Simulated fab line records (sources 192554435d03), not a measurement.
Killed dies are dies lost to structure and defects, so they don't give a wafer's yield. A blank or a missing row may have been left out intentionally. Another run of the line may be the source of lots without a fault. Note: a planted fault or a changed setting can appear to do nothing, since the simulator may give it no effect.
A struck lot beside a sound one || flow n5 finfet || 29 out of 1938 route steps
Sound: these wafers, L476.1, L476.2, L476.5. Struck: wafer L484.2; the same lot's L484.4 was not struck, so it is left out; see the end for the cause.
Order at every step that has rows: each side's tool, ch and its chambers, its first start. Under that, the readings that differ: sound wafers || struck wafers || difference of the means || sigmas: that difference in standard deviations of wafers without a fault.
alike: a reading whose means differ by less than 2 such deviations, as well as words and numbers matching on both sides. not compared: withheld readings; readings where some wafer has no value; bounds like >300 that might hide an equal value; numbers whose values overlap and for which the record gives no deviation.
The two part at a step that has a row with sigmas, a row that says differs or no value, or rows on one side only. When numbers do not overlap yet have no deviation, they are printed without sigmas and do not part them. A reading missing from all wafers of one side parts the sides only when that side holds two or more wafers.

first, 9 steps without rows for these wafers: N5_BEOL_M0_SAQP_EXPOSE_37 (exposes mask M0 CUT1, target cd 30 nm); N5_BEOL_M0_SAQP_PEB_38 (peb time 60 s); N5_BEOL_M0_SAQP_DEVELOP_39 (develop time 30 s); N5_BEOL_M0_SAQP_DESCUM_45 (chemistry O2, time 7 s); N5_BEOL_M0_SAQP_ETCH_88 (etches underlayer in N2/H2, target depth 6.5 nm, time 5.2 s); N5_BEOL_M0_SAQP_ETCH_73 (etches SiARC in CF4, target depth 19.5 nm, time 32.5 s); N5_BEOL_M0_SAQP_CUT_ETCH_46 (etches SOC in N2/H2, target depth 135 nm, overetch 27 nm, time 202.5 s); N5_BEOL_M0_SAQP_STRIP_74 (strips in N2/H2); N5_BEOL_M0_SAQP_STRIP_89 (strips in N2/H2).
N5_BEOL_M0_SAQP_ALD_48: deposits SiO2, target thk 20 nm, pulse time 1 s, co reactant pulse time 1 s.
  sound on ald sin-04 ch 0,3, day 9 01:48; struck on ald sin-04 ch 3, day 11 03:32
{"reading": "ald cycles", "sound": "139 139 139", "struck": 147, "difference": "+8", "sigmas": ""}
{"reading": "heater power w (W)", "sound": "92 65 65", "struck": 90, "difference": "+16", "sigmas": "+2"}
{"reading": "model.SiO2_of_BEOL_M0_SAQP_ALD_48.thk nm (nm)", "sound": "19.8 20 20", "struck": 21.2, "difference": "+1.3", "sigmas": ""}
  alike: precursor pulse height rel
  not compared: since wet clean h
then, 15 steps without rows for these wafers: N5_BEOL_M0_SAQP_ETCH_49 (etches SiO2 in CF4/O2, target depth 37 nm); N5_BEOL_M0_SAQP_STRIP_75 (strips in CF4); N5_BEOL_M0_CUTY_COAT_50 (time 60 s, resist thk 15 nm); N5_BEOL_M0_CUTY_COAT_51 (resist thk 150 nm); N5_BEOL_M0_CUTY_EBR_52; N5_BEOL_M0_CUTY_SOFTBAKE_53 (time 60 s); N5_BEOL_M0_CUTY_EXPOSE_54 (exposes mask M0 ABLK); N5_BEOL_M0_CUTY_PEB_55 (peb time 60 s); N5_BEOL_M0_CUTY_DEVELOP_56 (develop time 30 s); N5_BEOL_M0_CUTY_DESCUM_61 (chemistry O2, time 7.9 s); N5_BEOL_M0_CUTY_ETCH_62 (etches SiARC in CF4, time 58.5 s); N5_BEOL_M0_CUTY_ETCH_63 (etches SOC in N2/H2, target depth 82.7 nm, overetch 16.5 nm, time 124 s); N5_BEOL_M0_CUTY_STRIP_64 (strips in N2/H2); N5_BEOL_M0_ETCH_138 (etches SiCN in CH3F/O2, target depth 12 nm, time 31.6 s); N5_BEOL_M0_HM_OPEN_105 (chemistry Cl2/BCl3, target TiN, target depth 12 nm).
N5_BEOL_M0_STRIP_140: strips in CF4.
  sound on rie diel-02 ch 0,2,3, day 9 03:58; struck on rie diel-02 ch 2, day 11 06:52
{"reading": "model.SiO2_of_BEOL_M0_SAQP_ALD_48.thk nm (nm)", "sound": "11.2 11 11.2", "struck": 12.2, "difference": "+1.1", "sigmas": ""}
  alike: chamber pressure mTorr, drypump motor current A, oes product au, rf vpp V, showerhead plenum p Torr, throttle valve pct
  not compared: rf hours counter h
then, 1 step without rows for these wafers: N5_BEOL_M0_STRIP_104 (strips in N2/H2).
-- the record jumps here: 3 days lie between the struck wafers' starts before and after (it left off in module BEOL_M0 and takes up again in module BEOL_M4, whose first step shown is number 1111 of the route) --
N5_BEOL_M4_RC_MEAS_101:
  sound on prober-01 ch 0, day 11 21:16; struck on prober-01 ch 0, day 14 06:01
{"reading": "DIBL_P (mV/V)", "sound": "41.3 40.3 38.5", "struck": 35.0, "difference": -5.0, "sigmas": -2}
{"reading": "IOFF_P (nA/um)", "sound": "0.29 0.28 0.24", "struck": 0.18, "difference": -0.09, "sigmas": -3}
{"reading": "SS_N (mV/dec)", "sound": "72.9 73.0 72.0", "struck": 71.1, "difference": -1.5, "sigmas": -2}
{"reading": "VT_P (mV)", "sound": "-248 -242 -247", "struck": -254, "difference": -8, "sigmas": -3}
  alike: DIBL_N, IOFF_N, ION_N, ION_P, SS_P, VT_N
next, for these wafers, 1 step has no rows: N5_PASSIVATION_PROBE_49.

## WHERE THEY PART
Last at N5_BEOL_M4_RC_MEAS_101 as far as this record goes, first at N5_BEOL_M0_SAQP_ALD_48.

WHY: what the simulator had put in
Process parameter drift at N5_BEOL_M0_SAQP_ALD_48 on ald sin-04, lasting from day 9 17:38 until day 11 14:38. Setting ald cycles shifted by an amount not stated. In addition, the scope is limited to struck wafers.
